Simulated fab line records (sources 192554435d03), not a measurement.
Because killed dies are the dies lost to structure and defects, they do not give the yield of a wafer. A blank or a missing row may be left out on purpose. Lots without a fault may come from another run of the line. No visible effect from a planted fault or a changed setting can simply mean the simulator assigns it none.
Comparing a struck lot with a sound one + flow n5Finfet + 15 steps out of a route of 1938
Sound: the wafers L442.1, L442.2, L442.3. Wafers struck: L456.1, L456.2, L456.5. The cause is named last.
Order at every step that has rows: each side's tool, ch and its chambers, its first start. Under that, the readings that differ: sound wafers + struck wafers + difference of the means + sigmas: that difference in standard deviations of wafers without a fault.
alike: a reading whose means differ by less than 2 such deviations, as well as words and numbers matching on both sides. not compared: withheld readings; readings where some wafer has no value; bounds like >300 that might hide an equal value; numbers whose values overlap and for which the record gives no deviation.
The two part at a step that has a row with sigmas, a row that says differs or no value, or rows on one side only. Numbers that don't overlap but have no deviation are shown without sigmas and don't part them. Lack of a reading on every wafer of one side parts them only where that side has two or more wafers.

first, 3 steps without rows for these wafers: N5_BEOL_M8_EXPOSE_25 (exposes mask V7, target cd 40 nm); N5_BEOL_M8_PEB_26 (peb time 60 s); N5_BEOL_M8_DEVELOP_27 (develop time 30 s).
N5_BEOL_M8_CD_MEAS_28: the cd target is 40 nm.
  sound on cdSem-01 ch 0, day 11 03:13; struck on cdSem-01 ch 0, day 14 07:32
  alike: cdNm
N5_BEOL_M8_OVL_MEAS_29:
  sound on overlay-02 ch 0, day 11 03:14; struck on overlay-01 ch 0, day 14 07:34
  alike: V7_OVL
N5_BEOL_M8_INSPECT_30: inspects for defects (brightfield).
  sound: defectInspect-02 at day 11 03:18; struck: defectInspect-01 at day 14 07:38
  alike: rawDefectCount
N5_BEOL_M8_DESCUM_33: chemistry O2, time 7 s.
  sound on rieDiel-01 ch 0,2,3, day 11 03:20; struck on rieDiel-02 ch 0,2,3, day 14 07:41
  alike: chamberPressureMTorr, drypumpMotorCurrentA, oesProductAu, rfVppV, showerheadPlenumPTorr, tempC, throttleValvePct
  not compared: rfHoursCounterH
N5_BEOL_M8_ETCH_72: etches underlayer in N2/H2, target depth 6.5 nm, time 5.2 s.
  sound on rieDiel-01 ch 0,2,3, day 11 03:22; struck on rieDiel-02 ch 0,2,3, day 14 07:43
  alike: biasW, chamberPressureMTorr, drypumpMotorCurrentA, etchRfOnTimeS, oesProductAu, rfVppV, showerheadPlenumPTorr, throttleValvePct
  not compared: rfHoursCounterH
N5_BEOL_M8_ETCH_65: etches SiARC in CF4, target depth 15.6 nm, time 26 s.
  sound on rieDiel-01 ch 0,2,3, day 11 03:23; struck on rieDiel-02 ch 0,2,3, day 14 07:44
| reading                      | sound             | struck            | difference | sigmas |
|------------------------------|-------------------|-------------------|------------|--------|
| chamberPressureMTorr (mTorr) | 39.99 40.07 40.09 | 39.98 39.93 39.98 | -0.09      | -2     |
  alike: biasW, drypumpMotorCurrentA, etchRfOnTimeS, oesProductAu, rfVppV, showerheadPlenumPTorr, throttleValvePct
  not compared: rfHoursCounterH
N5_BEOL_M8_ETCH_66: etches SOC in N2/H2, target depth 80 nm, overetch 16 nm, time 120 s.
  sound on rieDiel-01 ch 0,2,3, day 11 03:25; struck on rieDiel-02 ch 0,2,3, day 14 07:46
  alike: biasW, chamberPressureMTorr, drypumpMotorCurrentA, oesProductAu, rfVppV, showerheadPlenumPTorr, tempC, throttleValvePct
  not compared: rfHoursCounterH
then, 2 steps without rows for these wafers: N5_BEOL_M8_STRIP_69 (strips in N2/H2); N5_BEOL_M8_STRIP_73 (strips in N2/H2).
N5_BEOL_M8_VIA_ETCH_34: etches SiCOH lowk in C4F6/O2, target depth 125.5 nm, time 50.5 s.
  sound on rieDiel-01 ch 0,2,3, day 11 03:31; struck on rieDiel-02 ch 0,2,3, day 14 07:52
| reading    | sound             | struck            | difference | sigmas |
|------------|-------------------|-------------------|------------|--------|
| biasW (W)  | 184.9 185.2 184.8 | 196.3 196.5 196.9 | +11.6      | +22    |
| rfVppV (V) | 670 668 657       | 691 698 698       | +31        | +6     |
  alike: chamberPressureMTorr, drypumpMotorCurrentA, oes_f_703_au, oesProductAu, showerheadPlenumPTorr, throttleValvePct
  not compared: rfHoursCounterH
then, 1 step without rows for these wafers: N5_BEOL_M8_STRIP_76 (strips in C4F6/O2).
-- here the record skips 3 days between the struck wafers' starts before and after, leaving off in module BEOL_M8 and picking up in module PASSIVATION (first step shown: number 1936 of the route) --
N5_PASSIVATION_PROBE_49:
  sound: prober-01 at day 13 23:06; struck: prober-01 at day 16 23:14
| reading       | sound | struck | difference | sigmas |
|---------------|-------|--------|------------|--------|
| killedAtOther | 1 0 1 | 13 7 8 | +9         | +2     |
  alike: defectLimitedYield, killed_at_M0_to_M3, killed_at_M4_up, killedAtContacts, killedAtFrontEnd, killedDies, killedOpen, killedShort, sort_bin_5_function, sort_bin_6_memory, sortNPass, sortYieldPct

== WHERE THEY PART ==
Last at N5_PASSIVATION_PROBE_49 as far as this record goes, first at N5_BEOL_M8_ETCH_65.

WHY: the cause the simulator had injected
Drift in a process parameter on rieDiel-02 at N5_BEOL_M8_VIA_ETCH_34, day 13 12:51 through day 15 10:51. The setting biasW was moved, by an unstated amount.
